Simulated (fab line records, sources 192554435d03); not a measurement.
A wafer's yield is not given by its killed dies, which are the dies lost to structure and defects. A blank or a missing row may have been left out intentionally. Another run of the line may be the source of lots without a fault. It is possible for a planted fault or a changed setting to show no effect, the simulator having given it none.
2 desks, one fault + flow n5 finfet + each desk has only its own numbers; what lay behind them comes last

FROM THE METROLOGY DESK
Lot by lot, what the gauges showed, no matter which tool ran the lot: averages of those sampled wafers that carry a number. If a lot's mean is further than 4 standard deviations from the usual mean, the lot is out of limits and carries the mark OUT (the distance appears in the brackets).
Columns: A = cd nm at N5_BEOL_M12_CD_MEAS_10, usual 139.6 nm
| lot  | first seen here | A                |
|------|-----------------|------------------|
| L982 | day 12 02:26    | 142.2            |
| L984 | day 12 09:30    | 139.6            |
| L983 | day 12 09:40    | 139.2            |
| L986 | day 13 01:37    | 141.6            |
| L988 | day 13 10:29    | 142.2            |
| L987 | day 13 14:53    | 138.5            |
| L995 | day 14 17:56    | 150.2 (+7.1) OUT |
| L994 | day 15 08:44    | 147.0 (+5.0) OUT |
| L100 | day 15 20:57    | 140.2            |
| L105 | day 18 06:27    | 138.5            |
| L104 | day 18 09:16    | 140.8            |
Finding of this desk: L994, L995 out of limits; the first was L995 at day 14 17:56, on cd nm at N5_BEOL_M12_CD_MEAS_10. In limits: L982, L984, L983, L986, L988, L987, L100, L105, L104.

TOOL OWNER'S DESK, litho track-03
The tool's own readings at N5_BEOL_M12_PEB_08 (peb time 90 s): means of the sampled wafers that have a number, for each lot that ran on this tool. If a lot's mean is further than 4 standard deviations from the usual mean, the lot is out of limits and carries the mark OUT (the distance appears in the brackets).
Columns: A = exhaust pa at N5_BEOL_M12_PEB_08, usual 45.1 Pa; B = heater power total W at N5_BEOL_M12_PEB_08, usual 172.5 W; C = plate temp C at N5_BEOL_M12_PEB_08, usual 130.02 C
| lot  | first seen here | A    | B                | C                |
|------|-----------------|------|------------------|------------------|
| L983 | day 12 09:33    | 45.6 | 173.0            | 129.87           |
| L986 | day 13 01:31    | 45.6 | 172.5            | 130.04           |
| L988 | day 13 10:22    | 46.2 | 172.1            | 130.14           |
| L995 | day 14 17:50    | 44.6 | 178.0 (+7.0) OUT | 133.49 (+27) OUT |
| L994 | day 15 08:37    | 44.4 | 177.9 (+6.9) OUT | 133.33 (+25) OUT |
| L105 | day 18 06:20    | 45.8 | 172.3            | 129.96           |
| L104 | day 18 09:10    | 44.9 | 172.0            | 130.12           |
Finding of this desk: L994, L995 out of limits; the first was L995 at day 14 17:50, on heater power total W at N5_BEOL_M12_PEB_08. In limits: L983, L986, L988, L105, L104.

TAKEN TOGETHER
On L994, L995, at day 14 17:50, an alarm was possible from the tool owner's desk.
L994, L995 would have let the metrology desk raise an alarm at day 14 17:56.
The lots listed all ran N5_BEOL_M12_PEB_08 on litho track-03.

WHAT THE SIMULATOR HAD INSERTED
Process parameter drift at N5_BEOL_M12_PEB_08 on litho track-03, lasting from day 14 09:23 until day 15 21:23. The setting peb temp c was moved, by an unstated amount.
Struck lots among those shown: L994, L995.
Fault start to first reading out of limits, in hours, per desk: tool owner, 8; metrology, 9.
